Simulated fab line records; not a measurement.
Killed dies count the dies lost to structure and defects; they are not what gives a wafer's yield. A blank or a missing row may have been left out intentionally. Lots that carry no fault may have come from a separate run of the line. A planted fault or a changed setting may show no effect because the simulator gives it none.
Struck lot and sound lot, side by side	flow n5-finfet	43 out of 1938 route steps
Sound: these wafers, L510.2, L510.5, L510.6. Wafers L527.2, L527.3, L527.5 were the ones struck. The cause is given at the end.
Order at every step that has rows: each side's tool, ch and its chambers, its first start. Under that, the readings that differ: sound wafers	struck wafers	difference of the means	sigmas: that difference in standard deviations of wafers without a fault.
alike: words and numbers the same on both sides, and readings whose means are apart by under 2 such deviations; not compared: readings that were withheld, readings missing a value for some wafer, numbers with overlapping values and no deviation given by the record, and bounds like >300 which may hide the same value.
A row with sigmas, a row that says differs or no value, or rows on one side alone: a step with any of these is where the two part. Non-overlapping numbers with no deviation appear without sigmas and do not part them. Lack of a reading on every wafer of one side parts them only where that side has two or more wafers.

first, 5 steps without rows for these wafers: N5_BEOL_M2_ALD_98 (deposits SiO2, target thk 2.5 nm, pulse time 1 s, co reactant pulse time 1 s); N5_BEOL_M2_ETCHBACK_99 (etches SiO2 in CHF3, target depth 5 nm, time 10.4 s); N5_BEOL_M2_ETCH_70 (etches SOC in N2/H2, target depth 80 nm, overetch 24 nm, time 130 s); N5_BEOL_M2_STRIP_71 (strips in N2/H2); N5_BEOL_M2_STRIP_78 (strips in N2/H2).
N5_BEOL_M2_VIA_ETCH_34: etches the open film in C4F6/O2, target depth 69.4 nm, time 65.9 s.
  sound on rie-diel-06 ch 0,2,3, day 7 10:27; struck on rie-diel-05 ch 0,2,3, day 12 00:19
  alike: O2_flow_sccm, bias-w, drypump-motor-current-A, oes-product-au, rf-vpp-V, showerhead-plenum-p-Torr, throttle-valve-pct
  not compared: rf-hours-counter-h
then, 5 steps without rows for these wafers: N5_BEOL_M2_STRIP_83 (strips in C4F6/O2); N5_BEOL_M2_STRIP_36 (strips in N2/H2); N5_BEOL_M2_TRENCH_ETCH_37 (etches SiOC in C4F6/O2, target depth 55.555 nm, time 29.2 s); N5_BEOL_M2_ETCH_41 (etches SiCN in CH3F/O2, target depth 29.9 nm, time 52.5 s); N5_BEOL_M2_STRIP_97 (strips in N2/H2, time 10 s).
N5_BEOL_M2_OCD_MEAS_38:
  sound on ocd-02 at day 7 10:43; struck on ocd-01 at day 12 00:34
  alike: trench-depth-nm
N5_BEOL_M2_HM_STRIP_39: strips TiN in peroxide tin strip, target depth 25 nm, time 158 s.
  sound on wet-bench-06 ch 3,6,7, day 7 10:44; struck on wet-bench-06 ch 0,1,3, day 12 00:36
then, 3 steps without rows for these wafers: N5_BEOL_M2_SRD_40 (time 30 s); N5_BEOL_M2_PRECLEAN_42 (cleans in residue remover, time 60 s); N5_BEOL_M2_SRD_43 (time 30 s).
N5_BEOL_M2_CD_MEAS_35: target cd 18 nm, target cd y 22.2 nm.
  sound on cd-sem-01 at day 7 10:52; struck on cd-sem-03 at day 12 00:43
  alike: cd-nm
N5_BEOL_M2_DEGAS_44: time 60 s.
  sound on pvd-sputter-02 at day 7 11:05; struck on pvd-sputter-01 at day 12 01:01
  alike: heater-power-w
then, 4 steps without rows for these wafers: N5_BEOL_M2_PRE_CLEAN_45 (time 30 s); N5_BEOL_M2_ALD_84 (deposits TaN, pulse time 2 s, purge time 3 s, co reactant purge time 2 s); N5_BEOL_M2_SURFACE_TREAT_85; N5_BEOL_M2_CVD_47 (deposits Co from CCTBA/H2, target thk 3 nm, time 223.8 s).
N5_BEOL_M2_SPUTTER_48: material Cu, target thk 4.5 nm, time 8.29 s.
  sound on pvd-sputter-01 at day 7 11:40; struck on pvd-sputter-03 at day 12 01:38
  alike: throttle-valve-pct
N5_BEOL_M2_ANNEAL_49: time 240 s.
  sound on pvd-sputter-01 at day 7 11:44; struck on pvd-sputter-03 at day 12 01:43
  alike: heater-power-w
then, 5 steps without rows for these wafers: N5_BEOL_M2_SPUTTER_79 (material Cu, target thk 4.5 nm, time 8.29 s); N5_BEOL_M2_ANNEAL_80 (time 240 s); N5_BEOL_M2_SPUTTER_81 (material Cu, target thk 4.5 nm, time 8.29 s); N5_BEOL_M2_ANNEAL_82 (time 240 s); N5_BEOL_M2_SPUTTER_86 (material Cu, target thk 4.5 nm, time 8.29 s).
N5_BEOL_M2_ANNEAL_87: time 240 s.
  sound on pvd-sputter-01 at day 7 12:24; struck on pvd-sputter-03 at day 12 02:23
  alike: heater-power-w
then, 12 steps without rows for these wafers: N5_BEOL_M2_SPUTTER_88 (material Cu, target thk 4.5 nm, time 8.29 s); N5_BEOL_M2_ANNEAL_89 (time 240 s); N5_BEOL_M2_SPUTTER_90 (material Cu, target thk 4.5 nm, time 8.29 s); N5_BEOL_M2_ANNEAL_91 (time 240 s); N5_BEOL_M2_SPUTTER_92 (material Cu, target thk 4.5 nm, time 8.29 s); N5_BEOL_M2_ANNEAL_93 (time 240 s); N5_BEOL_M2_SPUTTER_94 (material Cu, target thk 4.5 nm, time 8.29 s); N5_BEOL_M2_ANNEAL_95 (time 240 s); N5_BEOL_M2_SPUTTER_96 (material Cu, target thk 4.5 nm, time 8.29 s); N5_BEOL_M2_ECD_50 (material Cu, target thk 300 nm); N5_BEOL_M2_ANNEAL_51 (time 90 s); N5_BEOL_M2_CMP_52 (polishes, stops on SiOC, t overpolish 6.8 s, target thk 40 nm).
-- a jump in the record: the struck wafers' starts before and after are 5 days apart (it breaks off in module BEOL_M2 and resumes in module PASSIVATION, where the first step shown is number 1936 of the route) --
N5_PASSIVATION_PROBE_49:
  only the struck wafers here have rows in the record (prober-02, day 17 07:04); the sound ones have none

== WHERE THEY PART ==
At N5_PASSIVATION_PROBE_49 and nowhere else, as far as this record goes.

WHY: what had been put in by the simulator
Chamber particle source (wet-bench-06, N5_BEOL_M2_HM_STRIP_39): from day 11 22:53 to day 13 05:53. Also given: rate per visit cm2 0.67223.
